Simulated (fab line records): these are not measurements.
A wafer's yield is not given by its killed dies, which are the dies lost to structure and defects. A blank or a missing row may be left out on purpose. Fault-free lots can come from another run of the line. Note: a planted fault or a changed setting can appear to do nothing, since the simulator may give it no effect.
Which tool is to blame? + flow n5Finfet + Sampling: 24 lots, 72 wafers, 3 of 1938 route steps

## WHAT EACH GAUGE READ, for each wafer
N5_STI_FIN_REVEAL_CD_MEAS_22: target cd 6.238 nm, pitch 28 nm. Usual: cdNm 6.3 nm, standard deviation 0.32.
| lot  | measured    | on       | cdNm (nm)   | flag |
|------|-------------|----------|-------------|------|
| L074 | day 2 15:49 | cdSem-02 | 6.5 6.2 6.6 |      |
| L075 | day 2 21:34 | cdSem-02 | 6.5 6.7 5.7 |      |
| L076 | day 3 02:16 | cdSem-01 | 5.9 6.1 6.2 |      |
| L077 | day 3 07:16 | cdSem-03 | 6.2 5.6 5.9 |      |
| L078 | day 3 17:58 | cdSem-02 | 6.4 6.5 6.5 |      |
| L079 | day 3 19:52 | cdSem-01 | 6.6 6.8 6.6 |      |
| L081 | day 4 08:54 | cdSem-03 | 5.9 6.2 6.3 |      |
| L080 | day 4 10:32 | cdSem-01 | 6.4 6.1 6.0 |      |
| L082 | day 4 13:37 | cdSem-02 | 6.8 6.7 6.2 |      |
| L083 | day 4 22:47 | cdSem-01 | 6.3 6.6 6.1 |      |
| L084 | day 5 03:20 | cdSem-01 | 6.3 5.9 6.6 |      |
| L085 | day 5 09:14 | cdSem-03 | 6.8 6.1 6.9 |      |
| L086 | day 5 15:35 | cdSem-01 | 6.5 6.7 6.4 |      |
| L087 | day 5 19:50 | cdSem-02 | 6.7 5.9 6.3 |      |
| L088 | day 6 01:43 | cdSem-02 | 6.6 5.9 6.5 |      |
| L089 | day 6 07:59 | cdSem-02 | 6.5 6.4 5.9 |      |
| L090 | day 6 12:51 | cdSem-02 | 6.0 6.2 6.0 |      |
| L091 | day 6 21:58 | cdSem-02 | 6.2 6.3 6.3 |      |
| L092 | day 7 02:47 | cdSem-01 | 6.8 6.2 6.4 |      |
| L093 | day 7 06:44 | cdSem-01 | 6.5 6.8 5.9 |      |
| L094 | day 7 12:31 | cdSem-02 | 6.2 6.1 6.2 |      |
| L095 | day 7 17:45 | cdSem-02 | 6.4 5.8 6.9 |      |
| L096 | day 8 01:32 | cdSem-01 | 6.0 6.8 5.8 |      |
| L097 | day 8 07:27 | cdSem-03 | 6.5 5.9 6.2 |      |

N5_DUMMY_GATE_OVL_MEAS_16. Usual: GATE_OVL typically reads 0.0 nm, with standard deviation 0.77.
| lot  | measured    | on         | GATE_OVL (nm)  | flag |
|------|-------------|------------|----------------|------|
| L074 | day 3 00:35 | overlay-02 | 0.7 0.0 1.1    |      |
| L075 | day 3 06:13 | overlay-02 | 0.2 -0.2 0.3   |      |
| L076 | day 3 11:07 | overlay-01 | -0.3 -1.2 -1.1 |      |
| L077 | day 3 16:11 | overlay-02 | 0.4 -0.9 -0.3  |      |
| L078 | day 4 02:45 | overlay-02 | -0.5 -1.3 -0.5 |      |
| L079 | day 4 04:31 | overlay-02 | -0.4 -0.6 -0.2 |      |
| L081 | day 4 17:40 | overlay-01 | 1.9 0.4 0.9    |      |
| L080 | day 4 21:34 | overlay-02 | -0.7 -0.3 -0.3 |      |
| L082 | day 4 23:28 | overlay-01 | -1.3 -0.2 0.5  |      |
| L083 | day 5 08:29 | overlay-02 | -1.1 0.5 -1.3  |      |
| L084 | day 5 13:16 | overlay-02 | 1.0 -0.3 0.3   |      |
| L085 | day 5 17:54 | overlay-02 | 0.8 1.1 1.0    |      |
| L086 | day 6 01:49 | overlay-01 | 0.4 -0.3 0.5   |      |
| L087 | day 6 04:48 | overlay-01 | -1.7 -1.0 0.1  |      |
| L088 | day 6 10:21 | overlay-02 | 0.0 -0.6 0.1   |      |
| L089 | day 6 16:46 | overlay-02 | -0.8 0.8 0.0   |      |
| L090 | day 6 21:31 | overlay-01 | -0.3 -0.8 0.5  |      |
| L091 | day 7 08:32 | overlay-01 | -0.5 -0.2 -0.1 |      |
| L092 | day 7 13:10 | overlay-01 | 1.4 0.6 1.4    |      |
| L093 | day 7 16:27 | overlay-01 | -0.1 0.1 -0.3  |      |
| L094 | day 7 21:10 | overlay-01 | -0.2 -0.3 -0.1 |      |
| L095 | day 8 02:32 | overlay-01 | -0.3 0.1 -1.0  |      |
| L096 | day 8 12:00 | overlay-02 | -1.5 0.0 0.2   |      |
| L097 | day 8 18:26 | overlay-01 | 0.8 -0.1 0.9   |      |

## WHICH TOOL RAN EACH LOT (tool, then ch and the chambers of the sampled wafers, then the start)
| lot  | N5_STI_FIN_REVEAL_DENSIFY_30   |
|------|--------------------------------|
| L074 | rtpAnneal-01 ch 0, day 2 12:08 |
| L075 | rtpAnneal-01 ch 0, day 2 18:26 |
| L076 | rtpAnneal-02 ch 0, day 2 23:13 |
| L077 | rtpAnneal-02 ch 0, day 3 04:08 |
| L078 | rtpAnneal-02 ch 0, day 3 14:36 |
| L079 | rtpAnneal-01 ch 0, day 3 15:34 |
| L081 | rtpAnneal-01 ch 0, day 4 05:29 |
| L080 | rtpAnneal-01 ch 0, day 4 05:47 |
| L082 | rtpAnneal-02 ch 0, day 4 09:40 |
| L083 | rtpAnneal-01 ch 0, day 4 19:41 |
| L084 | rtpAnneal-02 ch 0, day 5 00:14 |
| L085 | rtpAnneal-02 ch 0, day 5 06:06 |
| L086 | rtpAnneal-02 ch 0, day 5 12:28 |
| L087 | rtpAnneal-01 ch 0, day 5 16:41 |
| L088 | rtpAnneal-02 ch 0, day 5 22:37 |
| L089 | rtpAnneal-01 ch 0, day 6 04:37 |
| L090 | rtpAnneal-01 ch 0, day 6 09:47 |
| L091 | rtpAnneal-02 ch 0, day 6 18:31 |
| L092 | rtpAnneal-01 ch 0, day 6 23:38 |
| L093 | rtpAnneal-01 ch 0, day 7 03:29 |
| L094 | rtpAnneal-02 ch 0, day 7 09:20 |
| L095 | rtpAnneal-01 ch 0, day 7 14:38 |
| L096 | rtpAnneal-01 ch 0, day 7 22:26 |
| L097 | rtpAnneal-01 ch 0, day 8 04:21 |
- N5_STI_FIN_REVEAL_DENSIFY_30

## WHAT THE TOOLS THEMSELVES READ (means of the sampled wafers that have a number; where no wafer has one, the mark that the record gives instead)
N5_STI_FIN_REVEAL_DENSIFY_30. Usual: lampPowerPct 11.53 %, standard deviation 0.053.
| lot  | tool         | lampPowerPct (%) | flag |
|------|--------------|------------------|------|
| L074 | rtpAnneal-01 | 11.48            |      |
| L075 | rtpAnneal-01 | 11.52            |      |
| L076 | rtpAnneal-02 | 11.53            |      |
| L077 | rtpAnneal-02 | 11.54            |      |
| L078 | rtpAnneal-02 | 11.55            |      |
| L079 | rtpAnneal-01 | 11.47            |      |
| L081 | rtpAnneal-01 | 11.55            |      |
| L080 | rtpAnneal-01 | 11.54            |      |
| L082 | rtpAnneal-02 | 11.53            |      |
| L083 | rtpAnneal-01 | 11.50            |      |
| L084 | rtpAnneal-02 | 11.58            |      |
| L085 | rtpAnneal-02 | 11.56            |      |
| L086 | rtpAnneal-02 | 11.49            |      |
| L087 | rtpAnneal-01 | 11.53            |      |
| L088 | rtpAnneal-02 | 11.60            |      |
| L089 | rtpAnneal-01 | 11.54            |      |
| L090 | rtpAnneal-01 | 11.56            |      |
| L091 | rtpAnneal-02 | 11.51            |      |
| L092 | rtpAnneal-01 | 11.55            |      |
| L093 | rtpAnneal-01 | 11.58            |      |
| L094 | rtpAnneal-02 | 11.53            |      |
| L095 | rtpAnneal-01 | 11.54            |      |
| L096 | rtpAnneal-01 | 11.54            |      |
| L097 | rtpAnneal-01 | 11.50            |      |

## THE ANSWER, worked out from the rows above alone
Rule: lot off if the mean of its wafers having a number is beyond 3 standard deviations from the usual mean. A lot without any number at a reading at which 4 lots or more have one is off too. The other lots that the step has rows for count as sound. The gauges are gone through in route order, then the tools' own readings, and for those a lot's mean is taken as printed above. At the first step where some lot is off, the reading lying furthest off is the one used; lots without a number count as furthest.
Nothing can be told from this: no lot is off at any reading shown.

## WHAT WAS PUT IN BY THE SIMULATOR
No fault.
